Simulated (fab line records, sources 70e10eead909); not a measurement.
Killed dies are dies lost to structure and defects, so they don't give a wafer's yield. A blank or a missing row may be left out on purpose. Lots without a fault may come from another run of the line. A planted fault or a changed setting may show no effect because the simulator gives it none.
A struck lot beside a sound one | flow nand_harc | 15 steps out of a route of 1302
Sound: wafers L573.4, L573.5, L573.6. Struck: wafers L576.4, L576.6. (L576.5 of the same lot was not struck and is left out.) The cause comes at the end.
At each step with rows: each side's tool, then ch and its chambers, then its first start. Under that, the readings that differ: sound wafers | struck wafers | difference of the means | sigmas: that difference in standard deviations of wafers without a fault.
alike: readings whose means differ by less than 2 such deviations, and words and numbers that are the same on both sides. not compared: withheld readings, readings that some wafer has no value for, bounds like >300 that may hide the same value, and numbers for which the record gives no deviation and whose values overlap.
The two part at a step that has a row with sigmas, a row that says differs or no value, or rows on one side only. Numbers that don't overlap but have no deviation are shown without sigmas and don't part them. A reading that every wafer of one side lacks parts them only if that side has two wafers or more.

first, 5 steps without rows for these wafers: NHARC_A_CHANNEL_HOLE_D1_SOFTBAKE_05 (time 55 s); NHARC_A_CHANNEL_HOLE_D1_EBR_06; NHARC_A_CHANNEL_HOLE_D1_EXPOSE_07 (exposes mask HOLE D1, target cd 100 nm); NHARC_A_CHANNEL_HOLE_D1_PEB_08 (peb time 65 s); NHARC_A_CHANNEL_HOLE_D1_DEVELOP_09 (develop time 35 s).
NHARC_A_CHANNEL_HOLE_D1_CD_MEAS_10: target cd 100 nm.
  sound on cd_sem-02 ch 0, day 11 01:03; struck on cd_sem-03 ch 0, day 12 07:31
  reading    | sound             | struck     | difference | sigmas
  cd_nm (nm) | 100.3 101.1 100.3 | 99.0 100.1 | -1.0       | -3
NHARC_A_CHANNEL_HOLE_D1_OVL_MEAS_11:
  sound on overlay-02, day 11 01:08; struck on overlay-02, day 12 07:37
  alike: overlay_x_nm, overlay_y_nm
NHARC_A_CHANNEL_HOLE_D1_INSPECT_12:
  sound on defect_inspect-02, day 11 01:10; struck on defect_inspect-02, day 12 07:38
  alike: raw_defect_count
NHARC_A_CHANNEL_HOLE_D1_DESCUM_15: chemistry O2, time 3 s.
  sound on rie_diel-07 ch 0,2,3, day 11 01:14; struck on rie_diel-07 ch 0, day 12 07:42
  alike: drypump_motor_current_A, oes_product_au, rf_vpp_V, showerhead_plenum_p_Torr, throttle_valve_pct
  not compared: rf_hours_counter_h
NHARC_A_CHANNEL_HOLE_D1_ETCH_38: etches the open film in CF4, target depth 39 nm, time 65 s.
  sound on rie_diel-07 ch 1,2, day 11 01:19; struck on rie_diel-07 ch 1,3, day 12 07:48
  alike: drypump_motor_current_A, oes_product_au, rf_vpp_V, showerhead_plenum_p_Torr, throttle_valve_pct
  not compared: rf_hours_counter_h
NHARC_A_CHANNEL_HOLE_D1_ETCH_39: etches the open film in N2/H2, target depth 260 nm, time 325 s.
  sound on rie_diel-07 ch 2,3; struck on rie_diel-07 ch 2,3
  alike: drypump_motor_current_A, oes_product_au, rf_vpp_V, showerhead_plenum_p_Torr, throttle_valve_pct
  not compared: rf_hours_counter_h
NHARC_A_CHANNEL_HOLE_D1_ETCH_34: etches the open film in CF4/CHF3, target depth 154 nm, time 77 s.
  sound on rie_diel-07 ch 2,3; struck on rie_diel-07 ch 0,1
  alike: drypump_motor_current_A, oes_product_au, rf_vpp_V, showerhead_plenum_p_Torr, throttle_valve_pct
  not compared: rf_hours_counter_h
NHARC_A_CHANNEL_HOLE_D1_ETCH_16: etches the open film in O2/COS, target depth 3100 nm, time 806 s.
  sound on rie_diel-07 ch 0,2,3, day 11 01:56; struck on rie_diel-07 ch 2, day 12 08:17
  reading               | sound             | struck      | difference | sigmas
  oes_product_au (a.u.) | 1.003 0.999 1.010 | 0.848 0.848 | -0.156     | -18
  alike: drypump_motor_current_A, rf_vpp_V, showerhead_plenum_p_Torr, throttle_valve_pct
  not compared: rf_hours_counter_h
NHARC_A_CHANNEL_HOLE_D1_CD_MEAS_18:
  sound on cd_sem-02, day 11 02:20; struck on cd_sem-01, day 12 08:49
  alike: cd_nm
-- the record jumps here: 16 days lie between the struck wafers' starts before and after (it left off in module A_CHANNEL_HOLE_D1 and takes up again in module END, whose first step shown is number 1302 of the route) --
NHARC_END_SORT_01:
  the record has rows for the struck wafers here (prober-01 ch 0, day 28 13:10) and none for the sound ones

WHERE THEY PART
First at NHARC_A_CHANNEL_HOLE_D1_CD_MEAS_10; last, within this record, at NHARC_END_SORT_01.

WHY: what the simulator had put in
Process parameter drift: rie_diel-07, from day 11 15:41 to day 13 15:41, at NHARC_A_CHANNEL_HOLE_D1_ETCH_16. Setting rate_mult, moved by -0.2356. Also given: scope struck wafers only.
